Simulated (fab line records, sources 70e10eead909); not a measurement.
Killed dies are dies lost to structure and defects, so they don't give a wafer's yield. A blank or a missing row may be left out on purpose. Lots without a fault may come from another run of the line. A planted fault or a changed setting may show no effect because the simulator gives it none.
Which tool did it? | flow nand_harc | 14 lots, 42 wafers sampled, at 4 steps of a route of 1159

WHAT THE GAUGES READ, wafer by wafer
The record holds no reading of a measuring or inspecting step that can be judged against a usual standard deviation.

WHICH TOOL RAN EACH LOT (tool, then ch and the chambers of the sampled wafers, then the start)
lot  | NHARC_A_SGD_CUT_STRIP_28                      | NHARC_A_SLIT_ETCH_24               | NHARC_A_SLIT_ETCH_26             | NHARC_A_SLIT_STRIP_18
L114 | rie_diel-05 ch 0,2,3, day 13 21:37 or earlier | rie_diel-03 ch 0,2,3, day 13 21:37 | har_etch-02 ch 0,1, day 14 02:12 | rie_diel-03 ch 0,1,3, no start
L115 | rie_diel-08 ch 0,1,2, day 14 13:34 or earlier | rie_diel-03 ch 0,3, day 14 13:34   | har_etch-02 ch 0,1, day 14 16:25 | rie_diel-03 ch 0,1,2, no start
L116 | rie_diel-05 ch 0,1, day 14 10:07              | rie_diel-09 ch 0,2,3, day 14 13:44 | har_etch-01 ch 0,1, day 14 17:34 | rie_diel-10 ch 0,2, no start
L118 | rie_diel-11 ch 1,2, day 14 22:55 or earlier   | rie_diel-03 ch 1,2, day 14 22:55   | har_etch-02 ch 0,1, day 15 03:34 | rie_diel-10 ch 2,3, no start
L117 | rie_diel-05 ch 0,1,3, day 14 23:05 or earlier | rie_diel-10 ch 0,2,3, day 14 23:05 | har_etch-01 ch 0,1, day 15 03:50 | rie_diel-03 ch 0,1,3, no start
L126 | rie_diel-11 ch 0,2,3, day 17 11:58 or earlier | rie_diel-10 ch 0,1,2, day 17 11:58 | har_etch-02 ch 0,1, day 17 14:13 | rie_diel-09 ch 1,3, no start
L125 | rie_diel-11 ch 0,1, day 17 18:17 or earlier   | rie_diel-10 ch 0,3, day 17 18:17   | har_etch-02 ch 0,1, day 17 20:49 | rie_diel-03 ch 1,2,3, no start
L129 | rie_diel-05 ch 0,3, day 18 03:17 or earlier   | rie_diel-09 ch 0,2,3, day 18 03:17 | har_etch-02 ch 0,1, day 18 05:29 | rie_diel-03 ch 1,2, no start
L131 | rie_diel-11 ch 0,1, day 18 04:25 or earlier   | rie_diel-09 ch 0,1,2, day 18 04:25 | har_etch-01 ch 0,1, day 18 06:36 | rie_diel-10 ch 0,1,2, no start
L132 | rie_diel-11 ch 0,3, day 18 11:11 or earlier   | rie_diel-09 ch 0,1, day 18 11:11   | har_etch-01 ch 0,1, day 18 13:24 | rie_diel-03 ch 0,3, no start
L134 | rie_diel-11 ch 0,2,3, day 19 00:55 or earlier | rie_diel-03 ch 0,1,3, day 19 00:55 | har_etch-02 ch 0,1, day 19 05:27 | rie_diel-10 ch 0,3, no start
L133 | rie_diel-05 ch 0,1,2, day 19 01:14 or earlier | rie_diel-10 ch 1,2,3, day 19 01:14 | har_etch-01 ch 0,1, day 19 05:49 | rie_diel-10 ch 1,2, no start
L136 | rie_diel-08 ch 1,2,3, day 19 07:53 or earlier | rie_diel-10 ch 0,1,3, day 19 07:53 | har_etch-02 ch 0,1, day 19 11:59 | rie_diel-09 ch 0,1,3, no start
L135 | rie_diel-05 ch 1,2,3, day 19 08:41 or earlier | rie_diel-09 ch 1,2,3, day 19 08:41 | har_etch-01 ch 0,1, day 19 12:28 | rie_diel-10 ch 0,1,3, no start
- NHARC_A_SGD_CUT_STRIP_28: strips in O2, time 20 s.
- NHARC_A_SLIT_ETCH_24: etches the open film in CF4/CHF3, target depth 121 nm, time 60.5 s.
- NHARC_A_SLIT_ETCH_26: etches the open film in C4F8/O2/Ar, time 90 s, target depth 400 nm.
- NHARC_A_SLIT_STRIP_18: strips in O2.

WHAT THE TOOLS THEMSELVES READ (means of the sampled wafers that have a number; where no wafer has one, the mark that the record gives instead)
NHARC_A_SGD_CUT_STRIP_28.
lot  | tool        | drypump_motor_current_A (A) | oes_product_au (a.u.) | rf_vpp_V (V) | showerhead_plenum_p_Torr (Torr) | throttle_valve_pct (%)
L114 | rie_diel-05 | 5.6                         | 1.003                 | 57.5         | 3.56                            | 17.038
L115 | rie_diel-08 | 5.3                         | 1.007                 | 58.2         | 3.66                            | 17.033
L116 | rie_diel-05 | 5.8                         | 1.006                 | 58.1         | 3.59                            | 17.031
L118 | rie_diel-11 | 5.7                         | 0.986                 | 57.5         | 3.50                            | 17.031
L117 | rie_diel-05 | 5.7                         | 1.002                 | 58.4         | 3.50                            | 17.034
L126 | rie_diel-11 | 5.9                         | 1.009                 | 57.6         | 3.72                            | 17.041
L125 | rie_diel-11 | 5.6                         | 1.010                 | 57.6         | 3.46                            | 17.033
L129 | rie_diel-05 | 5.6                         | 0.987                 | 56.9         | 3.40                            | 17.033
L131 | rie_diel-11 | 5.5                         | 1.013                 | 58.0         | 3.55                            | 17.038
L132 | rie_diel-11 | 6.1                         | 1.019                 | 58.3         | 3.72                            | 17.038
L134 | rie_diel-11 | 5.9                         | 1.011                 | 58.9         | 3.72                            | 17.034
L133 | rie_diel-05 | 5.8                         | 1.001                 | 58.3         | 3.65                            | 17.044
L136 | rie_diel-08 | 5.3                         | 1.001                 | 58.0         | 3.57                            | 17.035
L135 | rie_diel-05 | 5.5                         | 0.998                 | 58.5         | 3.56                            | 17.033

NHARC_A_SLIT_ETCH_24.
lot  | tool        | bias_w (W) | cf4_flow_sccm (sccm) | chf3_flow_sccm (sccm) | drypump_motor_current_A (A) | oes_product_au (a.u.) | rf_vpp_V (V) | showerhead_plenum_p_Torr (Torr) | throttle_valve_pct (%)
L114 | rie_diel-03 | 199.8      | 99.94                | 30.01                 | 5.7                         | 0.974                 | 369.6        | 1.55                            | 16.797
L115 | rie_diel-03 | 200.3      | 99.79                | 29.96                 | 5.9                         | 0.956                 | 371.5        | 1.60                            | 16.800
L116 | rie_diel-09 | 200.1      | 99.89                | 29.95                 | 5.3                         | 0.955                 | 372.9        | 1.64                            | 16.798
L118 | rie_diel-03 | 199.9      | 100.01               | 30.02                 | 5.8                         | 0.966                 | 370.8        | 1.60                            | 16.790
L117 | rie_diel-10 | 199.9      | 100.03               | 30.04                 | 5.7                         | 0.939                 | 370.6        | 1.57                            | 16.801
L126 | rie_diel-10 | 200.2      | 100.41               | 30.04                 | 5.4                         | 0.962                 | 371.1        | 1.59                            | 16.800
L125 | rie_diel-10 | 199.9      | 100.09               | 30.02                 | 5.7                         | 0.952                 | 368.3        | 1.51                            | 16.800
L129 | rie_diel-09 | 199.9      | 99.98                | 29.95                 | 5.3                         | 0.918                 | 372.7        | 1.64                            | 16.804
L131 | rie_diel-09 | 200.4      | 100.24               | 30.00                 | 5.4                         | 0.925                 | 372.3        | 1.61                            | 16.806
L132 | rie_diel-09 | 199.6      | 100.09               | 29.90                 | 5.5                         | 0.974                 | 372.0        | 1.63                            | 16.807
L134 | rie_diel-03 | 200.3      | 99.92                | 29.99                 | 5.9                         | 0.977                 | 371.6        | 1.59                            | 16.797
L133 | rie_diel-10 | 199.6      | 100.42               | 30.01                 | 5.7                         | 0.971                 | 371.7        | 1.60                            | 16.811
L136 | rie_diel-10 | 200.3      | 99.88                | 30.02                 | 5.6                         | 0.960                 | 369.1        | 1.54                            | 16.797
L135 | rie_diel-09 | 200.6      | 100.00               | 29.98                 | 5.5                         | 0.962                 | 371.8        | 1.63                            | 16.797

NHARC_A_SLIT_ETCH_26.
lot  | tool        | bias_v (V) | c4f8_flow_sccm (sccm) | drypump_motor_current_A (A) | esc_clamp_current_uA | he_backside_leak_sccm (sccm) | showerhead_plenum_p_Torr (Torr) | throttle_valve_pct (%)
L114 | har_etch-02 | 399        | 41.66                 | 6.0                         | 0.0209               | 5.84                         | 3.88                            | 27.630
L115 | har_etch-02 | 400        | 41.67                 | 6.0                         | 0.0209               | 5.63                         | 3.87                            | 27.625
L116 | har_etch-01 | 401        | 41.61                 | 5.7                         | 0.0214               | 5.18                         | 3.79                            | 27.632
L118 | har_etch-02 | 403        | 41.84                 | 6.0                         | 0.0209               | 5.70                         | 3.87                            | 27.606
L117 | har_etch-01 | 401        | 41.67                 | 6.2                         | 0.0215               | 5.83                         | 3.74                            | 27.618
L126 | har_etch-02 | -          | -                     | -                           | -                    | -                            | -                               | -
L125 | har_etch-02 | -          | -                     | -                           | -                    | -                            | -                               | -
L129 | har_etch-02 | 397        | 41.85                 | 6.0                         | 0.0210               | 5.76                         | 3.85                            | 27.623
L131 | har_etch-01 | 399        | 41.61                 | 5.7                         | 0.0215               | 5.75                         | 3.77                            | 27.613
L132 | har_etch-01 | 401        | 41.81                 | 6.1                         | 0.0216               | 6.10                         | 3.72                            | 27.618
L134 | har_etch-02 | 398        | 41.56                 | 6.0                         | 0.0209               | 5.85                         | 3.85                            | 27.617
L133 | har_etch-01 | 399        | 41.55                 | 5.7                         | 0.0215               | 5.90                         | 3.76                            | 27.618
L136 | har_etch-02 | 405        | 41.63                 | 6.0                         | 0.0209               | 6.01                         | 3.84                            | 27.630
L135 | har_etch-01 | 397        | 41.69                 | 6.2                         | 0.0216               | 5.75                         | 3.71                            | 27.620

NHARC_A_SLIT_STRIP_18.
lot  | tool        | drypump_motor_current_A (A) | oes_product_au (a.u.) | rf_vpp_V (V) | showerhead_plenum_p_Torr (Torr) | throttle_valve_pct (%)
L114 | rie_diel-03 | 5.9                         | 1.010                 | 57.6         | 3.58                            | 17.038
L115 | rie_diel-03 | 5.8                         | 1.007                 | 58.1         | 3.61                            | 17.041
L116 | rie_diel-10 | 5.5                         | 1.000                 | 57.4         | 3.52                            | 17.033
L118 | rie_diel-10 | 6.0                         | 0.988                 | 58.2         | 3.53                            | 17.042
L117 | rie_diel-03 | 5.9                         | 1.004                 | 57.2         | 3.58                            | 17.032
L126 | rie_diel-09 | 5.7                         | 0.991                 | 58.8         | 3.70                            | 17.039
L125 | rie_diel-03 | 5.8                         | 1.011                 | 57.1         | 3.46                            | 17.038
L129 | rie_diel-03 | 5.8                         | 1.009                 | 57.5         | 3.59                            | 17.040
L131 | rie_diel-10 | 5.4                         | 0.997                 | 58.1         | 3.58                            | 17.040
L132 | rie_diel-03 | 5.9                         | 1.015                 | 58.2         | 3.45                            | 17.033
L134 | rie_diel-10 | 5.7                         | 1.001                 | 57.4         | 3.39                            | 17.030
L133 | rie_diel-10 | 5.4                         | 0.995                 | 58.5         | 3.64                            | 17.036
L136 | rie_diel-09 | 5.6                         | 0.991                 | 58.1         | 3.67                            | 17.040
L135 | rie_diel-10 | 5.7                         | 0.995                 | 57.9         | 3.45                            | 17.033

THE ANSWER, worked out from the rows above alone
Rule: what is usual is taken from the lots themselves. Put in order of their means at a reading, lots are off if they are a third of the lots or fewer, leave a main group of 4 or more, and stand apart from it by a gap of 3 or more times the standard deviation of the main group's means; of several such gaps the widest counts. A main group whose means are all the same, to the digits that the tables above print for the reading, isn't used. A lot without any number at a reading at which 4 lots or more have one is off too. The other lots that the step has rows for count as sound. The gauges are gone through in route order, then the tools' own readings, and for those a lot's mean is taken as printed above. The first step at which some lot is off is used, and at that step the reading that is off furthest; a lot without a number counts as furthest.
Off: L126, L125, at NHARC_A_SLIT_ETCH_26 (bias_v). Without a number there: L126, L125. The main group: mean 400 V, standard deviation 2.3.
A tool fits if, at that step or a process step before it, it ran every lot that is off, and no sound lot after the first of them. NHARC_A_SGD_CUT_STRIP_28 gives no start for some lots, so the hours and the order of its lots are those of NHARC_A_SLIT_ETCH_24. None of those tried fits.

WHAT THE SIMULATOR HAD PUT IN
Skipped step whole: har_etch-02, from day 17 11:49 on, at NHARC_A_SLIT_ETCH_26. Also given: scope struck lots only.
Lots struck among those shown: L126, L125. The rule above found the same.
